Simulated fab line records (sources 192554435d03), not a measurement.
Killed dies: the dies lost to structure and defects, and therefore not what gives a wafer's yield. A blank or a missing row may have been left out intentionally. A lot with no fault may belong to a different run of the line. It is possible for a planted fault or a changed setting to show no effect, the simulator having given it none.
fab line records	flow n5-finfet
record lots=7	wafers=39
route steps=1938 shown BEOL_M13@1673 BEOL_M15@1809 PASSIVATION@1916
start-h: hours from the record's first day to the start of the lot's first wafer shown	wait-h: hours from the lot's prior step to this one	" identical to the entry in the row above	L1.1+2: several wafers, shown together as one row	- no value, or no start given	* or withheld: withheld	< > ~ a bound
route shown NAME@n: NAME is a module with steps in the file, n the number in the route of the first one	usual: mean/standard deviation of fault-free wafers	same: alike in all rows	chamber/n: place in a boat	sites: per-site readings	_std_site: the values' standard deviation	_edge_site: outer sites' mean less inner sites'	radius-mm: how far each site lies from the wafer's centre	mask NAME#n: copy n	behind: the tool/chamber that last shaped the wafer	hold: cause of the lot's hold/its duration in hours/its outcome	device: the n, p or np transistor that did not switch	end of line: the route-end tests of the same wafers	for a step that has no rows: nothing shown but its recipe	killed: dies that structure and defects cost at the first sort, which is not the same as the wafer's yield	map: a wafer's dies, x killed, . not, _ none there
set.NAME: the run value of the setting; set.NAME@STEP: its run value at that earlier step	model.NAME: the simulator's own value behind a step, which no gauge read
lots where settings were altered on purpose, with a table for each step and a row for each wafer
## steps
# step N5_BEOL_M13_ETCH_59
# recipe chemistry=N2/H2	target=BARC	target-depth-a=890	overetch-a=267	time-s=67.9	ion-energy-ev=200	pressure-mtorr=30	source-w=840	bias-w=150	n2-flow-sccm=200	h2-flow-sccm=200
lot.wafer	tool	chamber	start-h	wait-h	set.time-s	model.coat_of_BEOL_M13_COAT_04.thk-nm	model.etch.depth-nm
L074.1	rie-diel-03	0	246.15	0.0	101.8	283.2	89.25
L074.2	"	2	"	"	67.9	317	89.13
L074.3	"	3	"	"	101.8	284.8	88.98
L074.4	"	1	"	"	67.9	319.4	89.36
L074.5	"	0	"	"	101.8	285.6	89.24
L074.6	"	3	"	"	67.9	317.6	89.24
L082.1	rie-diel-01	1	300.04	0.0	67.9	320	89.25
L082.2	"	0	"	"	67.9	315.2	89.69
L082.3	"	2	"	"	87.14	297.2	89.47
L082.4	"	3	"	"	87.14	303	89.41
L082.5	"	0	"	"	67.9	315.2	89.37
L082.6	"	1	"	"	87.14	299.8	89.73
L085.1	rie-diel-06	0	302.01	0.0	67.9	318.8	88.8
L085.2	"	2	"	"	67.9	318	88.85
L085.3	"	3	"	"	98.42	290	88.62
L085.4	"	1	"	"	98.42	289.8	88.74
L085.5	"	2	"	"	98.42	288.8	88.57
L085.6	"	1	"	"	67.9	318.6	88.64
L091.1	rie-diel-06	1	351.42	0.0	67.9	317	89.12
L091.2	"	2	"	"	67.9	319	89.13
L091.3	"	0	"	"	91.62	299.6	89.33
L091.4	"	3	"	"	91.62	297.2	89.14
L091.5	"	3	"	"	67.9	321	89.16
L091.6	"	2	"	"	91.62	295.4	89.23
L090.1	rie-diel-03	0	351.62	0.0	43.32	341.6	74.69
L090.2	"	1	"	"	43.32	341.6	72.55
L090.3	"	3	"	"	67.9	316.2	89.15
L090.4	"	2	"	"	67.9	315.4	89.11
L090.5	"	0	"	"	67.9	317.8	89.16
L090.6	"	3	"	"	43.32	341.4	74.82
L092.1	rie-diel-03	2	354.48	0.0	34.48	350	60.9
L092.2	"	3	"	"	67.9	318	89.03
L092.3	"	0	"	"	67.9	317.6	88.84
L092.4	"	1	"	"	34.48	351.8	58.03
L092.5	"	1	"	"	67.9	321.6	89.02
L092.6	"	2	"	"	34.48	349.6	61.7
L096.2	rie-diel-06	1	400.08	0.0	67.9	316.6	88.79
L096.3	"	3	"	"	67.9	318	88.75
L096.5	"	1	"	"	67.9	315.6	88.81
# step N5_BEOL_M13_VIA_ETCH_16
# recipe chemistry=C4F8/O2/Ar	target=SiOC	pressure-mtorr=30	source-w=3000	bias-w=700	Ar_flow_sccm=400	C4F8_flow_sccm=15	O2_flow_sccm=8	he-inner-torr=15	he-outer-torr=30	target-depth-a=9217	time-s=withheld	ion-energy-ev=250	ends=cleared
lot.wafer	tool	chamber	start-h	wait-h	set.time-s@BEOL_M13_ETCH_59	model.coat_of_BEOL_M13_COAT_04.thk-nm
L074.1	rie-diel-03	0	246.20	0.0	*	37.4
L074.2	"	2	"	"	*	69.6
L074.3	"	3	"	"	*	42
L074.4	"	1	"	"	*	72.2
L074.5	"	0	"	"	*	34
L074.6	"	3	"	"	*	70.2
L082.1	rie-diel-01	1	300.09	0.0	*	73.8
L082.2	"	0	"	"	*	70
L082.3	"	2	"	"	*	50.4
L082.4	"	3	"	"	*	52.4
L082.5	"	0	"	"	*	65.2
L082.6	"	1	"	"	*	50.2
L085.1	rie-diel-06	0	302.07	0.0	*	72.8
L085.2	"	2	"	"	*	75.6
L085.3	"	3	"	"	*	47
L085.4	"	1	"	"	*	43.8
L085.5	"	2	"	"	*	40.8
L085.6	"	1	"	"	*	72.2
L091.1	rie-diel-06	1	351.48	0.0	*	72.6
L091.2	"	2	"	"	*	74.8
L091.3	"	0	"	"	*	55.8
L091.4	"	3	"	"	*	47.6
L091.5	"	3	"	"	*	74
L091.6	"	2	"	"	*	46
L090.1	rie-diel-03	0	351.67	0.0	*	98.4
L090.2	"	1	"	"	*	97.6
L090.3+5	"	3,0	"	"	*	69.4
L090.4	"	2	"	"	*	69
L090.6	"	3	"	"	*	95.2
L092.1	rie-diel-03	2	354.53	0.0	*	107.4
L092.2	"	3	"	"	*	74.6
L092.3	"	0	"	"	*	73.4
L092.4	"	1	"	"	*	103.6
L092.5	"	1	"	"	*	75.6
L092.6	"	2	"	"	*	103.8
L096.2	rie-diel-06	1	400.13	0.0	*	68.6
L096.3	"	3	"	"	*	69.2
L096.5	"	1	"	"	*	65.4
# step N5_BEOL_M13_STRIP_63
# recipe chemistry=N2/H2	power-w=1000	temp-c=250	h2-frac=0.65	overash-fraction=0.3	pressure-mtorr=1000	n2-flow-sccm=1750	h2-flow-sccm=3250
# usual strip-time-to-endpoint-s=28.1/1
lot.wafer	tool	chamber	start-h	wait-h	set.time-s@BEOL_M13_ETCH_59	strip-time-to-endpoint-s
L074.1	plasma-asher-02	1	246.43	-	101.8	17.6
L074.2	"	0	"	"	67.9	27.6
L074.3	"	0	"	"	101.8	19.1
L074.4	"	1	"	"	67.9	28.3
L074.5	"	1	"	"	101.8	16.4
L074.6	"	0	"	"	67.9	27.7
L082.1	plasma-asher-01	1	300.33	-	67.9	28.8
L082.2	"	0	"	"	67.9	27.7
L082.3	"	1	"	"	87.14	21.8
L082.4	"	0	"	"	87.14	22.3
L082.5	"	1	"	"	67.9	26.2
L082.6	"	0	"	"	87.14	21.7
L085.1	plasma-asher-01	0	302.30	-	67.9	28.5
L085.2	"	1	"	"	67.9	29.3
L085.3	"	1	"	"	98.42	20.7
L085.4	"	0	"	"	98.42	19.6
L085.5	"	1	"	"	98.42	18.7
L085.6	"	0	"	"	67.9	28.3
L091.1	plasma-asher-02	0	351.71	-	67.9	28.5
L091.2	"	1	"	"	67.9	29.1
L091.3	"	1	"	"	91.62	23.4
L091.4	"	0	"	"	91.62	20.9
L091.5	"	0	"	"	67.9	28.8
L091.6	"	1	"	"	91.62	20.3
L090.1	plasma-asher-01	0	351.90	-	43.32	35.8
L090.2	"	1	"	"	43.32	35.5
L090.3	"	1	"	"	67.9	27.5
L090.4	"	0	"	"	67.9	27.4
L090.5	"	0	"	"	67.9	27.5
L090.6	"	1	"	"	43.32	34.8
L092.1	plasma-asher-01	1	354.76	-	34.48	38.2
L092.2	"	0	"	"	67.9	29.0
L092.3	"	0	"	"	67.9	28.6
L092.4	"	1	"	"	34.48	37.2
L092.5	"	1	"	"	67.9	29.3
L092.6	"	0	"	"	34.48	37.2
L096.2	plasma-asher-02	0	400.37	-	67.9	27.3
L096.3	"	1	"	"	67.9	27.4
L096.5	"	0	"	"	67.9	26.3
# step N5_BEOL_M13_STRIP_64
# recipe chemistry=N2/H2	power-w=1000	temp-c=250	h2-frac=0.65	overash-fraction=0.3	pressure-mtorr=withheld	n2-flow-sccm=1750	h2-flow-sccm=3250
# step N5_BEOL_M13_STRIP_71
# recipe chemistry=post-etch-residue-remover	time-s=60	temp-c=25	remover-ph=withheld	remover-water-wt-pct=withheld	remover-fluoride-wt-pct=withheld
# step N5_BEOL_M13_SRD_72
# recipe time-s=30	temp-c=23	rinse-liquid=diw	dry=n2-spin	spin-rpm=1500	dry-time-s=30
# step N5_BEOL_M13_CD_MEAS_17
# recipe target-cd-nm=190	polarity=opening
# usual cd-nm=189.7/1.7
lot.wafer	tool	chamber	start-h	wait-h	set.time-s@BEOL_M13_ETCH_59	cd-nm
L074.1	cd-sem-03	-	246.64	0.0	101.8	195.4
L074.2	"	-	"	"	67.9	190.1
L074.3	"	-	"	"	101.8	194.3
L074.4	"	-	"	"	67.9	188.9
L074.5	"	-	"	"	101.8	193.9
L074.6	"	-	"	"	67.9	190.4
L082.1	cd-sem-03	-	300.58	0.0	67.9	190.8
L082.2	"	-	"	"	67.9	191.5
L082.3	"	-	"	"	87.14	193.9
L082.4	"	-	"	"	87.14	193.1
L082.5	"	-	"	"	67.9	192.5
L082.6	"	-	"	"	87.14	194.6
L085.1	cd-sem-01	-	302.51	0.0	67.9	186.4
L085.2	"	-	"	"	67.9	188.3
L085.3	"	-	"	"	98.42	194.6
L085.4	"	-	"	"	98.42	194.5
L085.5	"	-	"	"	98.42	193.8
L085.6	"	-	"	"	67.9	190.1
L091.1	cd-sem-02	-	351.92	0.0	67.9	193.3
L091.2	"	-	"	"	67.9	189.1
L091.3	"	-	"	"	91.62	194.5
L091.4	"	-	"	"	91.62	195.1
L091.5	"	-	"	"	67.9	189.9
L091.6	"	-	"	"	91.62	191.8
L090.1	cd-sem-03	-	352.11	0.0	43.32	186.6
L090.2	"	-	"	"	43.32	188.2
L090.3	"	-	"	"	67.9	191.1
L090.4	"	-	"	"	67.9	191.2
L090.5	"	-	"	"	67.9	192.3
L090.6	"	-	"	"	43.32	185.4
L092.1	cd-sem-02	-	354.97	0.0	34.48	184.9
L092.2	"	-	"	"	67.9	191.6
L092.3	"	-	"	"	67.9	191.5
L092.4	"	-	"	"	34.48	184.9
L092.5	"	-	"	"	67.9	193.0
L092.6	"	-	"	"	34.48	184.6
L096.2	cd-sem-01	-	400.57	0.0	67.9	193.2
L096.3	"	-	"	"	67.9	190.0
L096.5	"	-	"	"	67.9	191.9
# step N5_BEOL_M15_TRENCH_ETCH_34
# recipe chemistry=C4F8/O2/Ar	target=SiO2	target-depth-a=8729.3	he-inner-torr=15	he-outer-torr=30	time-s=199	ion-energy-ev=800	pressure-mtorr=20	source-w=1905	bias-w=2040	Ar_flow_sccm=400	C4F8_flow_sccm=16	O2_flow_sccm=12
lot.wafer	tool	chamber	start-h	wait-h	set.target-depth-a	model.etch.depth-nm	model.coat_of_BEOL_M15_COAT_22.thk-nm
L074.1	rie-diel-03	1	263.54	0.0	8729.3	863.2	544.2
L074.2	"	0	"	"	8729.3	883.5	542.4
L074.3	"	3	"	"	5355	537	610
L074.4	"	2	"	"	8729.3	900	536.6
L074.5	"	3	"	"	5355	537.4	609.8
L074.6	"	0	"	"	5355	546.2	608.4
L082.1	rie-diel-06	2	313.29	0.0	8729.3	891.7	541.6
L082.2	"	3	"	"	5940	591.2	602.8
L082.3	"	0	"	"	5940	575.4	606
L082.4	"	3	"	"	8729.3	874.5	546.2
L082.5	"	2	"	"	5940	602.5	597.4
L082.6	"	0	"	"	8729.3	851	552
L085.1	rie-diel-03	1	317.50	0.0	8729.3	853.4	543.2
L085.2	"	0	"	"	8729.3	886.5	537.6
L085.3	"	2	"	"	8729.3	897.3	533
L085.4	"	2	"	"	8729.3	904.1	535
L085.5	"	0	"	"	8729.3	880.2	536.4
L085.6	"	1	"	"	8729.3	850.8	545.8
L091.1	rie-diel-06	1	368.65	0.0	3737	378.7	637.6
L091.2	"	2	"	"	8729.3	885.3	537.2
L091.3	"	3	"	"	8729.3	877.5	540.4
L091.4	"	0	"	"	3737	363.5	645.2
L091.5	"	0	"	"	3737	365.5	645
L091.6	"	3	"	"	8729.3	888.4	535.2
L090.1	rie-diel-06	1	369.41	0.0	12980	1331	449.2
L090.2	"	2	"	"	8729.3	890	539.4
L090.3	"	0	"	"	8729.3	853.5	550.2
L090.4	"	3	"	"	12980	1314	453
L090.5	"	1	"	"	12980	1326	451.4
L090.6	"	2	"	"	8729.3	893.1	535.2
L092.1	rie-diel-01	3	370.00	0.0	3605	349.6	653.8
L092.2	"	0	"	"	3605	366.2	647.4
L092.3	"	2	"	"	3605	367.9	645.6
L092.4	"	0	"	"	8729.3	889.7	541.8
L092.5	"	2	"	"	8729.3	880.1	544.4
L092.6	"	3	"	"	8729.3	833.5	552
L096.2	rie-diel-03	0	415.74	0.0	8729.3	886.5	537.8
L096.3	"	1	"	"	8729.3	866.7	543.8
L096.5	"	0	"	"	8729.3	889.2	537.2
# step N5_BEOL_M15_STRIP_36
# recipe chemistry=O2	power-w=600	temp-c=60	pressure-mtorr=30	rf-frequency-hz=6e+07	bias-power-w=0	overash-fraction=0.3	o2-flow-sccm=225
# step N5_BEOL_M15_ECD_47
# recipe material=Cu	target-thk-a=18600
# step N5_BEOL_M15_ANNEAL_48
# recipe temp-c=225	time-s=90	ambient=N2
# step N5_BEOL_M15_CMP_49
# recipe stop-on=SiO2	t-overpolish-s=4.9	down-force-psi=2	platen-rpm=80	clearing-platen-down-force-psi=2	clearing-platen-rpm=80	post-cmp-clean=cu-alkaline	target-thk-nm=850	clearing-platen-pad-velocity-m-s=1.5917	pad-velocity-m-s=1.5917
lot.wafer	tool	chamber	start-h	wait-h	set.target-depth-a@BEOL_M15_TRENCH_ETCH_34	model.Cu_of_BEOL_M15_ECD_47.thk-nm
L074.3	cmp-04	0	269.62	0.2	5355	514.2
L074.2	"	1	"	"	8729.3	860.8
L074.1	"	2	"	"	8729.3	841
L074.4	"	3	"	"	8729.3	877.4
L074.5	"	0	"	"	5355	516
L074.6	"	1	"	"	5355	523.8
L082.3	cmp-04	2	315.62	0.3	5940	551.6
L082.2	"	3	"	"	5940	567.4
L082.1	"	0	"	"	8729.3	869.8
L082.4	"	1	"	"	8729.3	851.8
L082.5	"	2	"	"	5940	579.2
L082.6	"	3	"	"	8729.3	830
L085.1	cmp-01	3	321.14	0.3	8729.3	827.2
L085.3	"	0	"	"	8729.3	870.6
L085.4	"	1	"	"	8729.3	879.6
L085.2	"	2	"	"	8729.3	859.4
L085.6	"	3	"	"	8729.3	825
L085.5	"	0	"	"	8729.3	855.4
L091.2	cmp-04	2	372.46	0.2	8729.3	862
L091.1	"	3	"	"	3737	355.8
L091.3	"	0	"	"	8729.3	856.4
L091.4	"	1	"	"	3737	341.4
L091.6	"	2	"	"	8729.3	865.2
L091.5	"	3	"	"	3737	342.6
L090.1	cmp-03	0	374.05	0.3	12980	1309
L090.4	"	1	"	"	12980	1292
L090.2	"	2	"	"	8729.3	866.2
L090.3	"	3	"	"	8729.3	830.2
L090.5	"	0	"	"	12980	1304
L090.6	"	1	"	"	8729.3	869.4
L092.3	cmp-04	3	378.09	0.2	3605	342.8
L092.1	"	0	"	"	3605	328
L092.4	"	1	"	"	8729.3	865.6
L092.2	"	2	"	"	3605	342.6
L092.5	"	3	"	"	8729.3	856.6
L092.6	"	0	"	"	8729.3	810.2
L096.3	cmp-01	1	420.14	0.3	8729.3	845.2
L096.2	"	2	"	"	8729.3	862.6
L096.5	"	0	"	"	8729.3	866.2
# step N5_BEOL_M15_THK_MEAS_50
# recipe thk-meas-gauge=xrf	reads=Cu_of_BEOL_M15_ECD_47
# usual M15_THK=869/24
lot.wafer	tool	chamber	start-h	wait-h	set.target-depth-a@BEOL_M15_TRENCH_ETCH_34	M15_THK[nm]
L074.1	film-metro-01	-	269.91	-	8729.3	860
L074.2	"	-	"	"	8729.3	884
L074.3	"	-	"	"	5355	525
L074.4	"	-	"	"	8729.3	899
L074.5	"	-	"	"	5355	528
L074.6	"	-	"	"	5355	533
L082.1	film-metro-02	-	315.92	-	8729.3	880
L082.2	"	-	"	"	5940	573
L082.3	"	-	"	"	5940	556
L082.4	"	-	"	"	8729.3	859
L082.5	"	-	"	"	5940	586
L082.6	"	-	"	"	8729.3	840
L085.1	film-metro-02	-	321.43	-	8729.3	833
L085.2	"	-	"	"	8729.3	863
L085.3	"	-	"	"	8729.3	877
L085.4	"	-	"	"	8729.3	883
L085.5	"	-	"	"	8729.3	858
L085.6	"	-	"	"	8729.3	829
L091.1	film-metro-01	-	372.75	-	3737	368
L091.2	"	-	"	"	8729.3	893
L091.3	"	-	"	"	8729.3	887
L091.4	"	-	"	"	3737	352
L091.5	"	-	"	"	3737	354
L091.6	"	-	"	"	8729.3	895
L090.1	film-metro-01	-	374.36	0.3	12980	1348
L090.2	"	-	"	"	8729.3	893
L090.3	"	-	"	"	8729.3	852
L090.4	"	-	"	"	12980	1336
L090.5	"	-	"	"	12980	1350
L090.6	"	-	"	"	8729.3	895
L092.1	film-metro-02	-	378.38	-	3605	331
L092.2	"	-	"	"	3605	345
L092.3	"	-	"	"	3605	346
L092.4	"	-	"	"	8729.3	872
L092.5	"	-	"	"	8729.3	867
L092.6	"	-	"	"	8729.3	817
L096.2	film-metro-01	-	420.36	-	8729.3	879
L096.3	"	-	"	"	8729.3	862
L096.5	"	-	"	"	8729.3	884
# step N5_BEOL_M15_PRE_CLEAN_52
# recipe gas=NH3	time-s=15	temp-c=withheld	rf-power-w=300
# step N5_BEOL_M15_DEP_53
# recipe material=SiCN	target-thk-a=500	temp-c=withheld	precursor=3MS/NH3	pressure-torr=3	rf-w=675	time-s=17.8
# step N5_BEOL_M15_RS_MEAS_54
# recipe thk-meas-gauge=four-point-probe	reads=Cu_of_BEOL_M15_ECD_47+Ta_of_BEOL_M15_SPUTTER_44+TaN_of_BEOL_M15_SPUTTER_43
# usual M15_RS=0.0215/0.00048
lot.wafer	tool	chamber	start-h	wait-h	set.target-depth-a@BEOL_M15_TRENCH_ETCH_34	M15_RS[ohm/sq]
L074.1	film-metro-02	-	270.04	0.0	8729.3	0.0218
L074.2	"	-	"	"	8729.3	0.0213
L074.3	"	-	"	"	5355	0.0360
L074.4	"	-	"	"	8729.3	0.0209
L074.5	"	-	"	"	5355	0.0359
L074.6	"	-	"	"	5355	0.0354
L082.1	film-metro-02	-	316.04	0.0	8729.3	0.0210
L082.2	"	-	"	"	5940	0.0325
L082.3	"	-	"	"	5940	0.0335
L082.4	"	-	"	"	8729.3	0.0215
L082.5	"	-	"	"	5940	0.0319
L082.6	"	-	"	"	8729.3	0.0221
L085.1	film-metro-02	-	321.56	0.0	8729.3	0.0222
L085.2	"	-	"	"	8729.3	0.0213
L085.3	"	-	"	"	8729.3	0.0211
L085.4	"	-	"	"	8729.3	0.0208
L085.5	"	-	"	"	8729.3	0.0215
L085.6	"	-	"	"	8729.3	0.0223
L091.1	film-metro-01	-	372.91	0.1	3737	0.0528
L091.2	"	-	"	"	8729.3	0.0213
L091.3	"	-	"	"	8729.3	0.0214
L091.4	"	-	"	"	3737	0.0550
L091.5	"	-	"	"	3737	0.0548
L091.6	"	-	"	"	8729.3	0.0212
L090.1	film-metro-02	-	374.49	0.0	12980	0.0139
L090.2	"	-	"	"	8729.3	0.0212
L090.3	"	-	"	"	8729.3	0.0221
L090.4	"	-	"	"	12980	0.0141
L090.5	"	-	"	"	12980	0.0140
L090.6	"	-	"	"	8729.3	0.0210
L092.1	film-metro-01	-	378.51	0.0	3605	0.0575
L092.2	"	-	"	"	3605	0.0548
L092.3	"	-	"	"	3605	0.0549
L092.4	"	-	"	"	8729.3	0.0212
L092.5	"	-	"	"	8729.3	0.0214
L092.6	"	-	"	"	8729.3	0.0226
L096.2	film-metro-01	-	420.49	0.1	8729.3	0.0213
L096.3	"	-	"	"	8729.3	0.0217
L096.5	"	-	"	"	8729.3	0.0212
# step N5_PASSIVATION_PECVD_35
# recipe material=SiNx	target-thk-a=7000	temp-c=400	precursor=SiH4/NH3/N2	pressure-torr=4.9	rf-w=1406	time-s=151.3
lot.wafer	tool	chamber	start-h	wait-h	set.time-s	model.SiNx_of_PASSIVATION_PECVD_35.thk-nm
L074.1	pecvd-03	2	278.94	0.1	151.3	698.6
L074.2	"	0	"	"	175.3	812.6
L074.3	"	1	"	"	151.3	699.8
L074.4	"	0	"	"	175.3	822.4
L074.5	"	1	"	"	175.3	816.6
L074.6	"	2	"	"	151.3	711.6
L082.1	pecvd-04	0	327.48	0.1	68.43	316.2
L082.2	"	2	"	"	151.3	696
L082.3	"	1	"	"	151.3	683.4
L082.4	"	0	"	"	151.3	715.8
L082.5	"	1	"	"	68.43	309.4
L082.6	"	2	"	"	68.43	311.2
L085.1	pecvd-02	2	332.05	0.1	151.3	695
L085.2	"	1	"	"	151.3	694.2
L085.3	"	0	"	"	201.2	923.4
L085.4	"	0	"	"	201.2	937.2
L085.5	"	2	"	"	151.3	711
L085.6	"	1	"	"	201.2	937
L091.1	pecvd-02	1	387.03	0.1	151.3	695.6
L091.2	"	2	"	"	240.9	1111
L091.3	"	0	"	"	240.9	1112
L091.4	"	2	"	"	240.9	1132
L091.5	"	1	"	"	151.3	709.2
L091.6	"	0	"	"	151.3	705.4
L090.1	pecvd-03	2	388.24	0.1	103	470.4
L090.2	"	1	"	"	151.3	687.2
L090.3	"	0	"	"	103	482.4
L090.4	"	1	"	"	151.3	696.4
L090.5	"	2	"	"	151.3	696.2
L090.6	"	0	"	"	103	487.2
L092.1	pecvd-03	0	388.68	0.1	186.2	860.8
L092.2	"	1	"	"	151.3	686.4
L092.3	"	2	"	"	186.2	845.6
L092.4	"	0	"	"	151.3	711.2
L092.5	"	1	"	"	151.3	691.2
L092.6	"	2	"	"	186.2	862.2
L096.2	pecvd-03	0	434.43	0.1	151.3	697.6
L096.3	"	1	"	"	151.3	693.8
L096.5	"	2	"	"	151.3	708
## key
split step=N5_BEOL_M13_ETCH_59	setting=time-s	stated=67.9	by=wafer
response step=N5_BEOL_M13_ETCH_59	reading=model.coat_of_BEOL_M13_COAT_04.thk-nm	change=-0.648	per=1%	r=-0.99
response step=N5_BEOL_M13_ETCH_59	reading=model.etch.depth-nm	shape=bent	at-lowest=60.21	at-stated=89.07	at-highest=89.16
response step=N5_BEOL_M13_VIA_ETCH_16	reading=model.coat_of_BEOL_M13_COAT_04.thk-nm	change=-0.666	per=1%	r=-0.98
response step=N5_BEOL_M13_STRIP_63	reading=strip-time-to-endpoint-s	change=*	per=1%	r=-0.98
response step=N5_BEOL_M13_CD_MEAS_17	reading=cd-nm	change=+0.118	per=1%	r=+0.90
split step=N5_BEOL_M15_TRENCH_ETCH_34	setting=target-depth-a	stated=8729.3	by=wafer
response step=N5_BEOL_M15_TRENCH_ETCH_34	reading=model.etch.depth-nm	change=+8.88	per=1%	r=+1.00
response step=N5_BEOL_M15_TRENCH_ETCH_34	reading=model.coat_of_BEOL_M15_COAT_22.thk-nm	change=-1.8	per=1%	r=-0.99
response step=N5_BEOL_M15_CMP_49	reading=model.Cu_of_BEOL_M15_ECD_47.thk-nm	change=+8.89	per=1%	r=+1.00
response step=N5_BEOL_M15_THK_MEAS_50	reading=M15_THK	change=+9.13	per=1%	r=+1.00
response step=N5_BEOL_M15_RS_MEAS_54	reading=M15_RS	change=-0.000444	per=1%	r=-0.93
split step=N5_PASSIVATION_PECVD_35	setting=time-s	stated=151.3	by=wafer
response step=N5_PASSIVATION_PECVD_35	reading=model.SiNx_of_PASSIVATION_PECVD_35.thk-nm	change=+6.99	per=1%	r=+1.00
